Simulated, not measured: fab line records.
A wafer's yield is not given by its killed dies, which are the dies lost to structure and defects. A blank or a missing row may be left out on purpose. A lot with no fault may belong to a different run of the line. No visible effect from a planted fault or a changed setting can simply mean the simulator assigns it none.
The tool behind it: which one? | flow n5-finfet | Sampling: 9 lots, 27 wafers, 4 of 1938 route steps

== WHAT THE GAUGES SHOWED, per wafer ==
N5_BEOL_M4_RC_MEAS_101. Usual: CJ_N 4.34, standard deviation 0.079; CJ_P 5.82, standard deviation 0.15; DIBL_N 36.6 mV/V, standard deviation 1.3; DIBL_P 36.4 mV/V, standard deviation 1.4; IOFF_N 0.167 nA/um, standard deviation 0.023; IOFF_P 0.219 nA/um, standard deviation 0.029; ION_N 678 uA/um, standard deviation 8.7; ION_P 464 uA/um, standard deviation 6.4; RS_NWELL 1038 ohm/sq, standard deviation 6.2; RS_PWELL 3004 ohm/sq, standard deviation 22; SS_N 71.5 mV/dec, standard deviation 0.53; SS_P 73.4 mV/dec, standard deviation 0.57; VT_N 248.5 mV, standard deviation 2.8; VT_P -249 mV, standard deviation 3.1.
lot  | measured     | on        | CJ_N           | CJ_P           | DIBL_N (mV/V)  | DIBL_P (mV/V)  | IOFF_N (nA/um)    | IOFF_P (nA/um)    | ION_N (uA/um) | ION_P (uA/um) | RS_NWELL (ohm/sq) | RS_PWELL (ohm/sq) | SS_N (mV/dec)  | SS_P (mV/dec)  | VT_N (mV)         | VT_P (mV)      | flag
L939 | day 8 17:11  | prober-01 | 4.25 4.25 4.17 | 5.73 5.64 5.73 | 37.4 37.8 36.8 | 37.4 37.4 36.8 | 0.195 0.193 0.171 | 0.237 0.224 0.216 | 697 690 683   | 467 465 465   | 1036 1041 1042    | 3005 2988 3020    | 72.2 70.9 71.2 | 73.3 72.9 73.5 | 243.2 245.4 248.1 | -248 -249 -250 |
L940 | day 9 06:21  | prober-01 | 4.39 4.42 4.41 | 5.95 5.51 5.95 | 39.7 37.9 37.8 | 38.0 35.7 35.3 | 0.211 0.180 0.174 | 0.267 0.226 0.220 | 692 686 674   | 469 469 463   | 1043 1049 1025    | 2977 2987 3008    | 72.4 71.0 71.6 | 74.2 73.1 72.9 | 244.7 245.5 247.3 | -246 -248 -249 |
L941 | day 9 04:13  | prober-02 | 4.47 4.49 4.45 | 5.78 5.86 6.00 | 35.3 34.1 34.1 | 33.7 32.7 33.6 | 0.136 0.125 0.129 | 0.182 0.170 0.179 | 658 659 668   | 455 458 458   | 1041 1041 1040    | 3024 3026 3013    | 70.3 70.5 70.8 | 73.0 72.9 72.8 | 255.9 253.4 253.7 | -250 -250 -251 |
L942 | day 9 01:15  | prober-02 | 4.31 4.37 4.31 | 5.59 5.98 5.99 | 35.6 37.3 36.9 | 34.5 36.0 36.0 | 0.152 0.181 0.180 | 0.219 0.244 0.244 | 676 685 679   | 470 472 468   | 1040 1034 1049    | 3010 3004 3021    | 71.3 71.9 71.7 | 73.5 73.3 73.9 | 247.8 246.9 249.0 | -246 -247 -245 |
L943 | day 9 10:55  | prober-02 | 4.17 4.22 4.25 | 5.50 5.90 5.81 | 37.2 37.2 39.4 | 36.1 35.8 38.8 | 0.166 0.158 0.219 | 0.233 0.233 0.279 | 688 691 702   | 471 470 477   | 1040 1027 1039    | 3026 2985 2984    | 71.8 71.2 71.9 | 73.2 73.9 74.0 | 247.2 246.0 242.7 | -245 -245 -246 |
L945 | day 10 10:31 | prober-02 | 4.31 4.40 4.31 | 5.96 5.67 5.84 | 39.2 37.6 38.4 | 38.2 36.8 37.3 | 0.191 0.175 0.176 | 0.240 0.219 0.224 | 684 681 684   | 465 464 466   | 1036 1030 1044    | 2999 3006 3010    | 72.3 72.0 72.6 | 73.7 72.9 73.1 | 248.0 247.0 248.2 | -246 -248 -246 |
L947 | day 11 14:48 | prober-02 | 4.23 4.34 4.33 | 5.71 6.12 5.79 | 35.0 37.0 37.8 | 34.1 36.9 37.1 | 0.133 0.166 0.169 | 0.192 0.239 0.238 | 666 681 669   | 462 471 459   | 1039 1028 1046    | 2991 2971 2948    | 70.6 71.8 71.9 | 72.9 73.5 73.4 | 252.4 247.1 250.5 | -249 -247 -246 |
L950 | day 11 14:51 | prober-01 | 4.27 4.35 4.39 | 5.82 5.93 5.90 | 34.9 34.1 34.5 | 36.0 34.6 35.8 | 0.157 0.154 0.158 | 0.243 0.216 0.238 | 675 678 681   | 467 468 472   | 1051 1037 1043    | 3018 3020 3002    | 71.3 71.1 71.1 | 73.4 72.9 73.4 | 252.5 248.4 249.7 | -242 -246 -247 |
L951 | day 13 02:11 | prober-02 | 4.84 4.97 4.28 | 4.50 4.17 5.76 | 35.4 36.5 35.9 | 34.7 36.6 35.5 | 0.143 0.169 0.152 | 0.197 0.238 0.214 | 671 685 671   | 459 471 464   | 1051 1060 1035    | 3131 3118 2976    | 70.6 71.3 71.7 | 73.1 73.6 73.0 | 251.3 248.6 248.8 | -250 -247 -248 | OFF

== EACH LOT AND THE TOOL THAT RAN IT (in order: tool; ch and the chambers of the sampled wafers; start) ==
lot  | N5_ZERO_LAYER_PECVD_02         | N5_BEOL_M4_SPUTTER_92        | N5_BEOL_M4_PRE_CLEAN_60
L939 | pecvd-01 ch 0,2, day 1 12:18   | pvd-sputter-03, day 8 15:39  | cvd-co-02 ch 1,2, day 8 16:55
L940 | pecvd-03 ch 0,1,2, day 1 18:17 | pvd-sputter-01, day 9 04:39  | cvd-co-02 ch 1,2, day 9 05:55
L941 | pecvd-01 ch 0,2, day 2 00:17   | pvd-sputter-02, day 9 02:41  | cvd-co-01 ch 0,1, day 9 03:57
L942 | pecvd-02 ch 0,1, day 2 06:18   | pvd-sputter-03, day 8 23:33  | cvd-co-01 ch 0,1, day 9 00:49
L943 | pecvd-01 ch 0,2, day 2 12:17   | pvd-sputter-01, day 9 09:23  | cvd-co-02 ch 0,1,2, day 9 10:39
L945 | pecvd-01 ch 0,1, day 3 00:17   | pvd-sputter-01, day 10 00:56 | cvd-co-01 ch 0,1,2, day 10 10:13
L947 | pecvd-01 ch 0,2, day 3 12:17   | pvd-sputter-01, day 11 13:07 | cvd-co-02 ch 0,2, day 11 14:22
L950 | pecvd-01 ch 0,1, day 4 06:18   | pvd-sputter-03, day 11 13:08 | cvd-co-01 ch 1,2, day 11 14:26
L951 | pecvd-01 ch 1,2, day 4 12:17   | pvd-sputter-01, day 13 00:29 | cvd-co-02 ch 1,2, day 13 01:46
- N5_ZERO_LAYER_PECVD_02: deposits SiO2 from SiH4/N2O, target thk 10 nm, time 6 s.
- N5_BEOL_M4_SPUTTER_92: material Cu, target thk 4.5 nm, time 8.29 s.
- N5_BEOL_M4_PRE_CLEAN_60: time 15 s.

== WHAT THE TOOLS THEMSELVES READ (means of the sampled wafers that have a number; where no wafer has one, the mark that the record gives instead) ==
N5_ZERO_LAYER_PECVD_02. Usual: heater-power-w 772 W, standard deviation 82; showerhead-plenum-p-Torr 8.19 Torr, standard deviation 0.18; susceptor-temp-C 400.01 C, standard deviation 0.21.
lot  | tool     | heater-power-w (W) | showerhead-plenum-p-Torr (Torr) | susceptor-temp-C (C) | flag
L939 | pecvd-01 | 727                | 8.28                            | 400.19               |
L940 | pecvd-03 | 743                | 7.94                            | 399.93               |
L941 | pecvd-01 | 771                | 8.26                            | 399.97               |
L942 | pecvd-02 | 767                | 8.23                            | 400.08               |
L943 | pecvd-01 | 757                | 8.27                            | 400.09               |
L945 | pecvd-01 | 889                | 8.33                            | 399.84               |
L947 | pecvd-01 | 763                | 8.26                            | 400.05               |
L950 | pecvd-01 | 803                | 8.33                            | 400.05               |
L951 | pecvd-01 | 876                | 8.35                            | 399.77               |

N5_BEOL_M4_SPUTTER_92. Usual: chuck-gas-flow-sccm 1.26 sccm, standard deviation 0.05; substrate-temp-c -19.99 C, standard deviation 0.097; susceptor-temp-C -20.00 C, standard deviation 0.1; throttle-valve-pct 29.7 %, standard deviation 1.1.
lot  | tool           | chuck-gas-flow-sccm (sccm) | substrate-temp-c (C) | susceptor-temp-C (C) | throttle-valve-pct (%) | flag
L939 | pvd-sputter-03 | 1.26                       | -19.95               | -20.00               | 30.0                   |
L940 | pvd-sputter-01 | 1.25                       | -20.10               | -19.97               | 29.5                   |
L941 | pvd-sputter-02 | 1.28                       | -19.91               | -19.91               | 29.9                   |
L942 | pvd-sputter-03 | 1.22                       | -19.96               | -20.03               | 31.2                   |
L943 | pvd-sputter-01 | 1.22                       | -20.06               | -20.04               | 29.0                   |
L945 | pvd-sputter-01 | 1.23                       | -19.97               | -19.86               | 29.8                   |
L947 | pvd-sputter-01 | 1.21                       | -20.03               | -19.98               | 30.2                   |
L950 | pvd-sputter-03 | 1.28                       | -20.05               | -19.98               | 30.7                   |
L951 | pvd-sputter-01 | 1.26                       | -20.01               | -20.07               | 29.0                   |

N5_BEOL_M4_PRE_CLEAN_60. Usual: heater-power-w 78 W, standard deviation 33.
lot  | tool      | heater-power-w (W) | flag
L939 | cvd-co-02 | 92                 |
L940 | cvd-co-02 | 93                 |
L941 | cvd-co-01 | 73                 |
L942 | cvd-co-01 | 75                 |
L943 | cvd-co-02 | 79                 |
L945 | cvd-co-01 | 77                 |
L947 | cvd-co-02 | 68                 |
L950 | cvd-co-01 | 44                 |
L951 | cvd-co-02 | 77                 |

== THE ANSWER, worked out from the rows above alone ==
Rule: lot off if the mean of its wafers having a number is beyond 3 standard deviations from the usual mean. Also off: a lot with no number at a reading for which 4 or more lots have one. Where the step has rows for the other lots, those lots are counted as sound. The gauges are gone through in route order, then the tools' own readings, and for those a lot's mean is taken as printed above. The first step at which some lot is off is used, and at that step the reading that is off furthest; a lot without a number counts as furthest.
Off: L951, seen at N5_BEOL_M4_RC_MEAS_101 (CJ_P).
A tool fits if, at a process step before that reading, it ran every lot that is off, and no sound lot after the first of them. Gauges at N5_BEOL_M4_RC_MEAS_101: tried the same way as those tools. Can't be told from this: 4 tools fit, pecvd-01 at N5_ZERO_LAYER_PECVD_02, pvd-sputter-01 at N5_BEOL_M4_SPUTTER_92, cvd-co-02 at N5_BEOL_M4_PRE_CLEAN_60, prober-02 at N5_BEOL_M4_RC_MEAS_101.

== WHAT HAD BEEN PUT IN BY THE SIMULATOR ==
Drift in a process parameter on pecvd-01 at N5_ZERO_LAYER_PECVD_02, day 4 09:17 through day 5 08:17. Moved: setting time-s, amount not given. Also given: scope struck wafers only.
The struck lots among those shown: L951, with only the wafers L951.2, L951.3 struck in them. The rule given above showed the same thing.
